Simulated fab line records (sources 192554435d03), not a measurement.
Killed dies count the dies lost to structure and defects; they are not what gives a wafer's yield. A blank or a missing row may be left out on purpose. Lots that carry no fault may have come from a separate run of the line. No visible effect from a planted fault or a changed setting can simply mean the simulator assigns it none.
Which tool was responsible? | flow n5_finfet | 9 lots with 25 wafers sampled at 7 steps, on a route of 1938 steps

== WHAT THE GAUGES READ, wafer by wafer ==
N5_MOL_CONTACT_COAG_THK_MEAS_29. Usual: MD_CAP_THK gives 17.91 nm (standard deviation 0.082).
lot  | measured    | on            | MD_CAP_THK (nm)   | flag
L430 | day 5 00:19 | film_metro-01 | 18.01 17.94 17.87 |
L432 | day 5 16:32 | film_metro-01 | 17.94 17.90 17.97 |
L435 | day 6 18:25 | film_metro-02 | 17.88 17.88 17.83 |
L441 | day 7 19:52 | film_metro-02 | 17.82 17.86 17.81 |
L442 | day 8 03:30 | film_metro-02 | 17.84 17.90 17.83 |
L444 | day 8 14:03 | film_metro-01 | 17.94 18.02 17.95 |
L445 | day 8 21:14 | film_metro-02 | 17.91 17.82 12.06 | OFF
L447 | day 9 05:37 | film_metro-02 | 12.06 17.86       | OFF
L448 | day 9 14:18 | film_metro-02 | 12.07 11.99       | OFF

N5_BEOL_M4_RC_MEAS_101. Usual: DIBL_N 36.0 mV/V, standard deviation 1.6; DIBL_P 36.1 mV/V, standard deviation 2; IOFF_N 0.160 nA/um, standard deviation 0.029; IOFF_P 0.21 nA/um, standard deviation 0.039; ION_N 675 uA/um, standard deviation 13; ION_P 464 uA/um, standard deviation 8.8; SS_N 71.5 mV/dec, standard deviation 0.58; SS_P 73.3 mV/dec, standard deviation 0.65; VT_N 250 mV, standard deviation 3.3; VT_P -249 mV, standard deviation 3.6.
lot  | measured     | on        | DIBL_N (mV/V)  | DIBL_P (mV/V)  | IOFF_N (nA/um)    | IOFF_P (nA/um) | ION_N (uA/um) | ION_P (uA/um) | SS_N (mV/dec)  | SS_P (mV/dec)  | VT_N (mV)   | VT_P (mV)      | flag
L430 | day 7 20:04  | prober-02 | 37.4 35.6 36.4 | 36.9 34.9 33.6 | 0.164 0.128 0.141 | 0.21 0.19 0.17 | 676 659 662   | 456 454 449   | 72.0 71.5 71.6 | 73.4 73.0 72.7 | 247 251 254 | -252 -253 -255 |
L432 | day 8 07:10  | prober-01 | 34.1 36.9 33.7 | 34.5 37.5 33.5 | 0.128 0.173 0.118 | 0.17 0.22 0.15 | 666 693 665   | 456 473 452   | 72.0 71.0 71.2 | 72.5 73.4 72.2 | 252 248 255 | -252 -248 -255 |
L435 | day 9 12:39  | prober-02 | 38.0 36.7 37.5 | 36.8 35.3 37.1 | 0.166 0.154 0.152 | 0.23 0.22 0.23 | 681 677 670   | 471 465 465   | 71.6 70.8 72.2 | 73.6 73.0 73.3 | 250 250 252 | -248 -249 -247 |
L441 | day 10 20:14 | prober-01 | 38.9 38.3 37.0 | 40.7 39.9 38.5 | 0.232 0.210 0.171 | 0.32 0.31 0.26 | 697 696 671   | 482 487 474   | 72.8 71.8 72.0 | 74.6 74.6 73.7 | 244 245 252 | -243 -243 -245 |
L442 | day 10 22:04 | prober-02 | 35.3 35.9 36.4 | 34.1 35.1 35.6 | 0.138 0.154 0.165 | 0.19 0.20 0.21 | 681 678 694   | 470 472 474   | 70.5 70.8 72.1 | 73.3 72.9 73.4 | 251 250 247 | -252 -251 -250 |
L444 | day 11 04:11 | prober-02 | 34.7 35.0 34.6 | 34.2 33.5 34.1 | 0.134 0.135 0.135 | 0.21 0.19 0.20 | 668 665 664   | 469 457 463   | 71.9 71.2 70.7 | 72.6 72.5 72.9 | 251 252 251 | -248 -252 -251 |
L445 | day 12 01:01 | prober-01 | 37.8 36.3 36.0 | 37.4 35.7 34.8 | 0.193 0.152 0.136 | 0.20 0.18 0.16 | 694 681 657   | 463 461 444   | 71.6 71.6 71.0 | 74.1 74.1 72.7 | 245 251 253 | -251 -252 -254 |
L447 | day 12 04:05 | prober-01 | 35.8 37.1      | 36.9 38.1      | 0.169 0.203       | 0.20 0.22      | 693 685       | 470 463       | 71.8 71.5      | 73.4 73.6      | 248 245     | -249 -248      |
L448 | day 12 22:20 | prober-02 | 37.0 38.2      | 37.9 40.1      | 0.177 0.195       | 0.24 0.29      | 694 689       | 478 480       | 72.3 72.1      | 73.2 73.8      | 245 244     | -245 -244      |

== WHICH TOOL RAN EACH LOT (tool, then ch and the chambers of the sampled wafers, then the start) ==
lot  | N5_HKMG_FIN_STRIP_69                | N5_GATE_CUT_ETCHBACK_30          | N5_GATE_CUT_STRIP_59              | N5_GATE_CUT_SAC_CAP_01           | N5_MOL_CONTACT_COAG_ETCH_47
L430 | plasma_asher-02 ch 0,1, day 4 05:07 | rie_metal-03 ch 0,1, day 4 06:59 | rie_diel-01 ch 1,2, day 4 07:16   | ald_sin-03 ch 0,1,3, day 4 07:35 | rie_diel-06 ch 0,1,2, day 5 04:20
L432 | plasma_asher-02 ch 0,1, day 4 17:17 | rie_metal-01 ch 0,1, day 4 19:10 | rie_diel-05 ch 1,3, day 4 19:20   | ald_sin-04 ch 0,1,2, day 4 20:08 | rie_diel-04 ch 0,2,3, day 5 18:07
L435 | plasma_asher-01 ch 0,1, day 5 17:11 | rie_metal-03 ch 0,1, day 5 19:13 | rie_diel-02 ch 0,2, day 5 19:27   | ald_sin-03 ch 0,2,3, day 5 19:52 | rie_diel-04 ch 2,3, day 6 20:00
L441 | plasma_asher-02 ch 0,1, day 7 00:32 | rie_metal-01 ch 0,1, day 7 02:31 | rie_diel-01 ch 0,2,3, day 7 02:42 | ald_sin-03 ch 1,2,3, day 7 03:01 | rie_diel-04 ch 0,1,2, day 7 21:37
L442 | plasma_asher-01 ch 0,1, day 7 08:52 | rie_metal-03 ch 0,1, day 7 10:46 | rie_diel-05 ch 0,2,3, day 7 10:57 | ald_sin-03 ch 0,2,3, day 7 11:10 | rie_diel-06 ch 0,1,3, day 8 05:29
L444 | plasma_asher-02 ch 0,1, day 7 18:26 | rie_metal-03 ch 0,1, day 7 20:26 | rie_diel-05 ch 1,2, day 7 20:37   | ald_sin-04 ch 2,3, day 7 22:01   | rie_diel-04 ch 2,3, day 8 15:46
L445 | plasma_asher-01 ch 0,1, day 8 00:29 | rie_metal-03 ch 0,1, day 8 02:22 | rie_diel-05 ch 0,1,2, day 8 02:32 | ald_sin-03 ch 0,1,3, day 8 03:00 | rie_diel-04 ch 2,3, day 8 23:42
L447 | plasma_asher-01 ch 0,1, day 8 12:09 | rie_metal-03 ch 0,1, day 8 14:02 | rie_diel-01 ch 1,2, day 8 14:13   | ald_sin-03 ch 0,1, day 8 14:34   | rie_diel-04 ch 2,3, day 9 07:37
L448 | plasma_asher-02 ch 0,1, day 8 19:06 | rie_metal-03 ch 0,1, day 8 20:58 | rie_diel-01 ch 0,3, day 8 21:10   | ald_sin-03 ch 0,2, day 8 22:13   | rie_diel-04 ch 1,3, day 9 16:03
- N5_HKMG_FIN_STRIP_69: strips in N2/H2, time 360 s.
- N5_GATE_CUT_ETCHBACK_30: etches TiN in Cl2/Ar, target depth 3 nm.
- N5_GATE_CUT_STRIP_59: strips in N2/H2, time 20 s.
- N5_GATE_CUT_SAC_CAP_01: material SiNx, target thk 24 nm, pulse time 1 s, ald cycles 480.
- N5_MOL_CONTACT_COAG_ETCH_47: etches SiNx in CH3F/O2, stops on W, target depth 27 nm.

== WHAT THE TOOLS THEMSELVES READ (means of the sampled wafers that have a number; where no wafer has one, the mark that the record gives instead) ==
N5_HKMG_FIN_STRIP_69. Usual: drypump_motor_current_A 5.78 A, standard deviation 0.11; heater_power_w 411 W, standard deviation 20.
lot  | tool            | drypump_motor_current_A (A) | heater_power_w (W) | flag
L430 | plasma_asher-02 | 5.87                        | 409                |
L432 | plasma_asher-02 | 5.76                        | 403                |
L435 | plasma_asher-01 | 5.74                        | 425                |
L441 | plasma_asher-02 | 5.78                        | 391                |
L442 | plasma_asher-01 | 5.72                        | 424                |
L444 | plasma_asher-02 | 5.75                        | 398                |
L445 | plasma_asher-01 | 5.72                        | 422                |
L447 | plasma_asher-01 | 5.75                        | 426                |
L448 | plasma_asher-02 | 5.80                        | 401                |

N5_GATE_CUT_ETCHBACK_30. Usual: drypump_motor_current_A 5.9 A, standard deviation 0.35; mfc_cl2_sccm 40.00 sccm, standard deviation 0.13; oes_product_au 0.77 a.u., standard deviation 0.13; rf_fwd_power_W 586.6 W, standard deviation 1.9; throttle_valve_pct 20.88 %, standard deviation 0.27.
lot  | tool         | drypump_motor_current_A (A) | mfc_cl2_sccm (sccm) | oes_product_au (a.u.) | rf_fwd_power_W (W) | throttle_valve_pct (%) | flag
L430 | rie_metal-03 | 5.6                         | 40.05               | 0.71                  | 587.5              | 20.95                  |
L432 | rie_metal-01 | 5.9                         | 39.92               | 0.94                  | 584.2              | 20.79                  |
L435 | rie_metal-03 | 5.6                         | 40.16               | 0.71                  | 588.2              | 20.96                  |
L441 | rie_metal-01 | 5.9                         | 40.10               | 0.93                  | 587.4              | 20.57                  |
L442 | rie_metal-03 | 5.6                         | 40.14               | 0.66                  | 585.2              | 21.03                  |
L444 | rie_metal-03 | 5.6                         | 39.98               | 0.66                  | 586.1              | 21.03                  |
L445 | rie_metal-03 | 5.6                         | 39.96               | 0.65                  | 587.8              | 21.03                  |
L447 | rie_metal-03 | 5.6                         | 39.97               | 0.69                  | 587.3              | 21.00                  |
L448 | rie_metal-03 | 5.5                         | 40.12               | 0.67                  | 587.4              | 21.01                  |

N5_GATE_CUT_STRIP_59. Usual: drypump_motor_current_A 5.8 A, standard deviation 0.41; oes_product_au 0.76 a.u., standard deviation 0.065; rf_vpp_V 45.3 V, standard deviation 0.86; showerhead_plenum_p_Torr 3.38 Torr, standard deviation 0.12; throttle_valve_pct 12.29 %, standard deviation 0.16.
lot  | tool        | drypump_motor_current_A (A) | oes_product_au (a.u.) | rf_vpp_V (V) | showerhead_plenum_p_Torr (Torr) | throttle_valve_pct (%) | flag
L430 | rie_diel-01 | 6.2                         | 0.82                  | 45.1         | 3.49                            | 12.20                  |
L432 | rie_diel-05 | 5.7                         | 0.75                  | 45.6         | 3.32                            | 12.50                  |
L435 | rie_diel-02 | 5.5                         | 0.76                  | 44.6         | 3.37                            | 12.14                  |
L441 | rie_diel-01 | 5.7                         | 0.75                  | 44.1         | 3.32                            | 12.34                  |
L442 | rie_diel-05 | 5.7                         | 0.77                  | 45.6         | 3.51                            | 12.22                  |
L444 | rie_diel-05 | 5.7                         | 0.72                  | 46.0         | 3.39                            | 12.41                  |
L445 | rie_diel-05 | 5.8                         | 0.76                  | 45.8         | 3.42                            | 12.33                  |
L447 | rie_diel-01 | 6.2                         | 0.80                  | 44.5         | 3.46                            | 12.24                  |
L448 | rie_diel-01 | 5.5                         | 0.74                  | 46.1         | 3.24                            | 12.37                  |

N5_GATE_CUT_SAC_CAP_01. Usual: heater_power_w 837 W, standard deviation 91; precursor_pulse_height_rel 1.000, standard deviation 0.022.
lot  | tool       | heater_power_w (W) | precursor_pulse_height_rel | flag
L430 | ald_sin-03 | 836                | 1.000                      |
L432 | ald_sin-04 | 803                | 0.992                      |
L435 | ald_sin-03 | 814                | 0.967                      |
L441 | ald_sin-03 | 876                | 1.023                      |
L442 | ald_sin-03 | 822                | 1.017                      |
L444 | ald_sin-04 | 898                | 0.978                      |
L445 | ald_sin-03 | 805                | 1.006                      |
L447 | ald_sin-03 | 814                | 1.014                      |
L448 | ald_sin-03 | 866                | 0.980                      |

N5_MOL_CONTACT_COAG_ETCH_47. Usual: drypump_motor_current_A 5.7 A (standard deviation 0.61); etch_rf_on_time_s 31.0 s (standard deviation 0.64); oes_product_au 0.73 a.u. (standard deviation 0.083); rf_fwd_power_W 386.2 W (standard deviation 2); rf_vpp_V 295 V (standard deviation 5.6); showerhead_plenum_p_Torr 1.97 Torr (standard deviation 0.064); throttle_valve_pct 16.35 % (standard deviation 0.25).
lot  | tool        | drypump_motor_current_A (A) | etch_rf_on_time_s (s) | oes_product_au (a.u.) | rf_fwd_power_W (W) | rf_vpp_V (V) | showerhead_plenum_p_Torr (Torr) | throttle_valve_pct (%) | flag
L430 | rie_diel-06 | 5.2                         | 31.1                  | 0.74                  | 387.6              | 297          | 1.94                            | 16.36                  |
L432 | rie_diel-04 | 5.6                         | 31.2                  | 0.71                  | 387.8              | 293          | 1.96                            | 16.45                  |
L435 | rie_diel-04 | 5.8                         | 31.0                  | 0.68                  | 387.1              | 293          | 1.98                            | 16.56                  |
L441 | rie_diel-04 | 5.8                         | 31.4                  | 0.69                  | 384.2              | 292          | 1.95                            | 16.33                  |
L442 | rie_diel-06 | 5.5                         | 30.9                  | 0.79                  | 386.4              | 298          | 1.95                            | 16.29                  |
L444 | rie_diel-04 | 5.8                         | 31.2                  | 0.67                  | 387.1              | 292          | 1.97                            | 16.59                  |
L445 | rie_diel-04 | 5.7                         | 27.9                  | 0.71                  | 388.6              | 293          | 1.97                            | 16.57                  | OFF
L447 | rie_diel-04 | 5.8                         | 25.7                  | 0.70                  | 388.9              | 292          | 1.96                            | 16.59                  | OFF
L448 | rie_diel-04 | 5.8                         | 20.6                  | 0.75                  | 387.6              | 293          | 1.95                            | 16.31                  | OFF

== THE ANSWER, worked out from the rows above alone ==
Rule: take the mean of a lot's wafers that have a number; if it is more than 3 standard deviations from the usual mean, the lot is off. A lot without any number at a reading at which 4 lots or more have one is off too. Any other lot the step has rows for is counted as sound. After the gauges, taken in route order, come the tools' own readings; for these a lot's mean is taken, as printed above. The first step at which some lot is off is used, and at that step the reading that is off furthest; a lot without a number counts as furthest.
Off: L445, L447, L448, seen at N5_MOL_CONTACT_COAG_THK_MEAS_29 (MD_CAP_THK).
If a tool, at a process step before that reading, ran all the lots that are off and no sound lot after the first of them, it fits. The gauges at N5_MOL_CONTACT_COAG_THK_MEAS_29 aren't tried: what is off there is off at N5_MOL_CONTACT_COAG_ETCH_47 too, on other tools, and a gauge's error can't cause that. Can't be told from this: 2 tools fit, rie_metal-03 at N5_GATE_CUT_ETCHBACK_30, ald_sin-03 at N5_GATE_CUT_SAC_CAP_01.

== WHAT WAS PUT IN BY THE SIMULATOR ==
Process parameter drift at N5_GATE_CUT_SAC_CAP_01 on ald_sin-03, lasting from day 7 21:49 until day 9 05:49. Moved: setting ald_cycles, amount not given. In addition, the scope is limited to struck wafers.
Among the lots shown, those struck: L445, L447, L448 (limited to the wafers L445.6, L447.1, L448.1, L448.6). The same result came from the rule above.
